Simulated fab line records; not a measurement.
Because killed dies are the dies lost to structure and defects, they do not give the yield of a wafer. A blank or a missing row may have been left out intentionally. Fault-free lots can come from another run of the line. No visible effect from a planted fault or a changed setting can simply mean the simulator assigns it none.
Which of the tools did it? ; flow n5Finfet ; Sampling: 23 lots, 69 wafers, 5 of 1938 route steps

## WHAT EACH GAUGE READ, for each wafer
N5_FIN_CUT_CD_MEAS_08 targets a cd of 29.1 nm.
lot;measured;on;cdNm (nm)
L074;day 2 04:28;cdSem-03;28.74 28.82 28.94
L075;day 2 16:05;cdSem-01;29.33 28.98 29.03
L076;day 2 16:30;cdSem-03;28.98 28.66 29.08
L077;day 2 23:42;cdSem-01;29.23 29.07 29.38
L078;day 3 03:29;cdSem-02;29.62 28.95 29.31
L079;day 3 09:13;cdSem-01;29.28 28.94 29.19
L080;day 3 14:43;cdSem-03;28.82 29.22 29.15
L081;day 3 21:40;cdSem-03;29.39 28.83 29.10
L082;day 4 02:51;cdSem-01;28.89 28.86 28.88
L083;day 4 10:05;cdSem-01;28.99 28.88 29.02
L084;day 4 17:55;cdSem-02;29.58 29.22 28.79
L085;day 4 21:19;cdSem-01;29.30 29.10 29.25
L086;day 5 02:47;cdSem-01;28.82 29.53 29.07
L087;day 5 11:07;cdSem-03;29.56 28.86 28.94
L088;day 5 16:22;cdSem-02;28.75 29.26 28.93
L089;day 5 21:07;cdSem-02;29.31 29.00 28.56
L090;day 6 03:04;cdSem-01;28.91 29.20 29.11
L091;day 6 08:28;cdSem-01;29.40 29.12 29.17
L092;day 6 15:15;cdSem-02;29.10 29.18 28.74
L094;day 7 02:07;cdSem-03;29.35 28.97 29.21
L095;day 7 09:55;cdSem-03;29.17 28.51 29.18
L096;day 7 15:46;cdSem-01;28.81 28.83 28.87
L097;day 7 21:34;cdSem-01;28.88 29.38 29.44

N5_FIN_CUT_INSPECT_17: inspects for defects (brightfield).
lot;measured;on;rawDefectCount
L074;day 2 05:32;defectInspect-02;201 136 217
L075;day 2 17:26;defectInspect-02;271 308 341
L076;day 2 17:57;defectInspect-01;131 171 162
L077;day 3 00:46;defectInspect-01;194 207 313
L078;day 3 04:32;defectInspect-01;210 263 192
L079;day 3 10:28;defectInspect-01;204 183 235
L080;day 3 15:46;defectInspect-02;242 141 192
L081;day 3 22:59;defectInspect-02;338 335 433
L082;day 4 03:53;defectInspect-02;149 196 238
L083;day 4 11:17;defectInspect-01;137 200 203
L084;day 4 19:10;defectInspect-02;287 281 278
L085;day 4 22:22;defectInspect-02;373 141 190
L086;day 5 04:00;defectInspect-01;176 174 163
L087;day 5 12:16;defectInspect-02;245 236 225
L088;day 5 17:24;defectInspect-02;226 155 282
L089;day 5 22:13;defectInspect-01;235 168 167
L090;day 6 04:06;defectInspect-02;304 338 328
L091;day 6 09:31;defectInspect-02;316 165 272
L092;day 6 16:17;defectInspect-02;227 336 353
L094;day 7 03:14;defectInspect-01;231 399 315
L095;day 7 11:24;defectInspect-01;217 249 245
L096;day 7 16:48;defectInspect-01;153 182 156
L097;day 7 22:47;defectInspect-02;163 188 247

## WHAT TOOL EACH LOT RAN ON (gives the tool, then ch and the chambers of the sampled wafers, and finally the start)
lot;N5_FIN_SAQP_SPACER2_ETCHBACK_29;N5_FIN_SAQP_ETCH_34;N5_FIN_CUT_STRIP_22
L074;rieDiel-06 ch 0,1, day 2 03:16;rieDiel-06 ch 0,2, day 2 03:35;rieDiel-04 ch 0,1,2, day 2 05:22
L075;rieDiel-01 ch 0,2, day 2 14:53;rieDiel-01 ch 2,3, day 2 15:12;rieDiel-04 ch 0,2,3, day 2 17:16
L076;rieDiel-01 ch 0,1,3, day 2 15:25;rieDiel-06 ch 1,2,3, day 2 15:43;rieDiel-03 ch 1,2,3, day 2 17:47
L077;rieDiel-01 ch 0,1,3, day 2 22:36;rieDiel-06 ch 0,1,2, day 2 22:55;rieDiel-02 ch 2,3, day 3 00:37
L078;rieDiel-01 ch 0,2,3, day 3 02:23;rieDiel-01 ch 0,1,3, day 3 02:43;rieDiel-03 ch 0,1,2, day 3 04:22
L079;rieDiel-01 ch 0,2,3, day 3 08:01;rieDiel-06 ch 0,1,3, day 3 08:20;rieDiel-02 ch 0,1,3, day 3 10:18
L080;rieDiel-06 ch 0,1,3, day 3 13:38;rieDiel-06 ch 1,2, day 3 13:57;rieDiel-04 ch 0,2, day 3 15:36
L081;rieDiel-06 ch 0,2,3, day 3 20:35;rieDiel-01 ch 1,2, day 3 20:53;rieDiel-03 ch 1,2,3, day 3 22:50
L082;rieDiel-01 ch 0,2,3, day 4 01:38;rieDiel-01 ch 0,3, day 4 01:57;rieDiel-02 ch 0,1,2, day 4 03:44
L083;rieDiel-01 ch 0,3, day 4 08:52;rieDiel-06 ch 1,2, day 4 09:11;rieDiel-03 ch 2,3, day 4 11:07
L084;rieDiel-01 ch 0,1,3, day 4 16:46;rieDiel-01 ch 0,1, day 4 17:09;rieDiel-02 ch 0,2,3, day 4 19:00
L085;rieDiel-01 ch 0,1,2, day 4 20:08;rieDiel-05 ch 0,3, day 4 20:32;rieDiel-02 ch 0,2, day 4 22:12
L086;rieDiel-05 ch 0,3, day 5 01:32;rieDiel-01 ch 2,3, day 5 01:53;rieDiel-02 ch 1,2, day 5 03:50
L087;rieDiel-01 ch 2,3, day 5 09:55;rieDiel-05 ch 0,1, day 5 10:13;rieDiel-02 ch 0,2,3, day 5 12:07
L088;rieDiel-01 ch 2,3, day 5 15:10;rieDiel-01 ch 1,3, day 5 15:28;rieDiel-04 ch 0,2,3, day 5 17:14
L089;rieDiel-05 ch 0,1,3, day 5 19:53;rieDiel-06 ch 1,2, day 5 20:13;rieDiel-04 ch 0,1,2, day 5 22:01
L090;rieDiel-01 ch 0,2, day 6 01:57;rieDiel-06 ch 1,2,3, day 6 02:16;rieDiel-03 ch 0,2,3, day 6 03:56
L091;rieDiel-05 ch 0,2,3, day 6 07:13;rieDiel-01 ch 0,3, day 6 07:41;rieDiel-03 ch 0,2,3, day 6 09:20
L092;rieDiel-06 ch 0,3, day 6 14:04;rieDiel-05 ch 0,2, day 6 14:29;rieDiel-04 ch 2,3, day 6 16:07
L094;rieDiel-01 ch 2,3, day 7 00:58;rieDiel-06 ch 0,3, day 7 01:21;rieDiel-02 ch 0,1,3, day 7 03:04
L095;rieDiel-06 ch 1,2,3, day 7 08:47;rieDiel-01 ch 1,2,3, day 7 09:08;rieDiel-04 ch 0,2, day 7 11:14
L096;rieDiel-06 ch 0,1,3, day 7 14:38;rieDiel-01 ch 1,3, day 7 14:59;rieDiel-02 ch 1,2,3, day 7 16:38
L097;rieDiel-05 ch 1,2,3, day 7 20:28;rieDiel-01 ch 0,2,3, day 7 20:48;rieDiel-02 ch 0,3, day 7 22:38
- N5_FIN_SAQP_SPACER2_ETCHBACK_29: etches SiO2 in CHF3/O2, target depth 12.2 nm, time 6.1 s.
- N5_FIN_SAQP_ETCH_34: etches SiO2 in C4F6/O2, target depth 45 nm, time 15 s.
- N5_FIN_CUT_STRIP_22: strips in N2/H2.

## WHAT THE TOOLS THEMSELVES READ (means of the sampled wafers that have a number; where no wafer has one, the mark that the record gives instead)
N5_FIN_SAQP_SPACER2_ETCHBACK_29.
lot;tool;chamberPressureMTorr (mTorr);drypumpMotorCurrentA (A);oesProductAu (a.u.);rfVppV (V);showerheadPlenumPTorr (Torr);throttleValvePct (%)
L074;rieDiel-06;30.005;5.4;0.81;522;2.42;19.04
L075;rieDiel-01;30.008;6.0;0.90;522;2.43;18.60
L076;rieDiel-01;29.999;5.1;0.79;532;2.38;18.83
L077;rieDiel-01;30.008;5.1;0.78;532;2.38;18.84
L078;rieDiel-01;29.992;5.5;0.83;529;2.40;18.76
L079;rieDiel-01;29.981;5.5;0.83;529;2.40;18.75
L080;rieDiel-06;29.980;5.3;0.78;524;2.37;19.09
L081;rieDiel-06;29.982;5.9;0.74;526;2.36;18.98
L082;rieDiel-01;29.998;5.5;0.82;528;2.40;18.76
L083;rieDiel-01;30.011;5.1;0.75;535;2.37;18.92
L084;rieDiel-01;29.989;5.1;0.77;532;2.38;18.86
L085;rieDiel-01;29.998;5.5;0.83;526;2.41;18.72
L086;rieDiel-05;30.028;6.1;0.86;523;2.41;18.78
L087;rieDiel-01;29.990;6.1;0.82;524;2.44;18.66
L088;rieDiel-01;30.029;6.0;0.82;525;2.44;18.66
L089;rieDiel-05;29.991;6.0;0.78;525;2.42;18.96
L090;rieDiel-01;30.016;5.4;0.85;528;2.38;18.78
L091;rieDiel-05;30.015;5.9;0.77;529;2.45;18.85
L092;rieDiel-06;30.028;5.6;0.75;527;2.40;19.04
L094;rieDiel-01;30.005;5.6;0.74;531;2.40;18.83
L095;rieDiel-06;30.019;5.6;0.71;522;2.31;19.12
L096;rieDiel-06;30.012;5.3;0.75;524;2.36;19.16
L097;rieDiel-05;30.017;5.8;0.70;531;2.45;19.05

N5_FIN_SAQP_ETCH_34.
lot;tool;chamberPressureMTorr (mTorr);drypumpMotorCurrentA (A);etchRfOnTimeS (s);oesProductAu (a.u.);rfVppV (V);showerheadPlenumPTorr (Torr);throttleValvePct (%)
L074;rieDiel-06;30.021;5.9;14.80;0.67;664;2.84;21.10
L075;rieDiel-01;29.977;5.6;15.09;0.67;674;2.85;20.91
L076;rieDiel-06;30.000;5.6;14.93;0.64;663;2.75;21.24
L077;rieDiel-06;29.974;5.7;15.13;0.66;661;2.80;21.20
L078;rieDiel-01;29.985;5.1;14.93;0.67;674;2.81;20.98
L079;rieDiel-06;29.987;5.3;14.93;0.66;666;2.81;21.31
L080;rieDiel-06;29.994;5.5;14.81;0.66;657;2.76;21.31
L081;rieDiel-01;29.981;5.5;14.76;0.70;666;2.87;20.80
L082;rieDiel-01;29.991;5.1;15.17;0.64;681;2.79;21.05
L083;rieDiel-06;30.011;5.4;14.91;0.65;657;2.76;21.32
L084;rieDiel-01;30.015;5.0;14.88;0.68;670;2.81;20.93
L085;rieDiel-05;30.016;6.1;14.95;0.74;664;2.85;20.96
L086;rieDiel-01;29.973;6.0;14.80;0.71;667;2.88;20.81
L087;rieDiel-05;29.977;5.9;15.14;0.67;665;2.82;21.07
L088;rieDiel-01;29.977;5.2;15.27;0.61;676;2.81;21.01
L089;rieDiel-06;30.029;6.0;14.92;0.62;658;2.73;21.17
L090;rieDiel-06;29.985;5.6;15.01;0.62;663;2.74;21.28
L091;rieDiel-01;30.028;5.2;15.21;0.63;679;2.78;21.08
L092;rieDiel-05;30.005;5.7;14.98;0.64;675;2.89;20.86
L094;rieDiel-06;30.025;5.5;14.82;0.64;670;2.83;21.27
L095;rieDiel-01;30.005;5.6;14.82;0.66;669;2.85;20.92
L096;rieDiel-01;30.026;5.1;15.15;0.61;672;2.82;20.98
L097;rieDiel-01;29.994;5.5;15.03;0.66;671;2.82;20.96

N5_FIN_CUT_STRIP_22.
lot;tool;chamberPressureMTorr (mTorr);drypumpMotorCurrentA (A);oesProductAu (a.u.);rfVppV (V);showerheadPlenumPTorr (Torr);throttleValvePct (%)
L074;rieDiel-04;49.87;5.5;0.75;51.1;3.36;19.1
L075;rieDiel-04;49.98;5.9;0.81;52.9;3.38;19.0
L076;rieDiel-03;50.03;5.8;0.78;55.3;3.38;18.8
L077;rieDiel-02;49.98;5.2;0.77;51.7;3.27;19.2
L078;rieDiel-03;50.00;5.9;0.83;54.1;3.31;18.8
L079;rieDiel-02;50.00;5.7;0.71;54.9;3.34;19.0
L080;rieDiel-04;49.98;5.6;0.73;53.5;3.26;19.1
L081;rieDiel-03;50.04;5.7;0.77;54.3;3.38;18.8
L082;rieDiel-02;50.07;6.0;0.71;55.9;3.39;19.1
L083;rieDiel-03;49.97;5.7;0.75;53.3;3.42;18.8
L084;rieDiel-02;50.14;5.5;0.74;54.4;3.36;19.2
L085;rieDiel-02;50.09;5.8;0.70;55.0;3.44;19.3
L086;rieDiel-02;50.05;6.2;0.72;53.7;3.33;18.9
L087;rieDiel-02;49.99;5.5;0.73;54.2;3.35;19.2
L088;rieDiel-04;50.03;5.9;0.80;54.0;3.37;19.0
L089;rieDiel-04;50.04;5.5;0.73;55.9;3.34;19.1
L090;rieDiel-03;50.03;5.8;0.80;55.7;3.34;18.8
L091;rieDiel-03;50.08;5.8;0.80;55.0;3.34;18.8
L092;rieDiel-04;50.01;6.1;0.85;53.5;3.49;18.9
L094;rieDiel-02;49.90;5.7;0.69;53.5;3.32;19.0
L095;rieDiel-04;50.05;5.7;0.73;55.1;3.29;18.8
L096;rieDiel-02;49.91;5.7;0.73;54.6;3.29;19.1
L097;rieDiel-02;50.05;5.2;0.71;54.4;3.28;19.2

## THE ANSWER, worked out from the rows above alone
Rule: usual is defined by the lots themselves. Put in order of their means at a reading, lots are off if they are a third of the lots or fewer, leave a main group of 4 or more, and stand apart from it by a gap of 3 or more times the standard deviation of the main group's means; of several such gaps the widest counts. Not used: any main group whose means are identical at the precision the tables above print for the reading. Also off: a lot with no number at a reading for which 4 or more lots have one. All remaining lots with rows at the step are treated as sound. The gauges are gone through in route order, then the tools' own readings, and for those a lot's mean is taken as printed above. The first step at which some lot is off is used, and at that step the reading that is off furthest; a lot without a number counts as furthest.
None of the lots is off at any reading shown; this tells nothing.

## WHAT THE SIMULATOR HAD PUT IN
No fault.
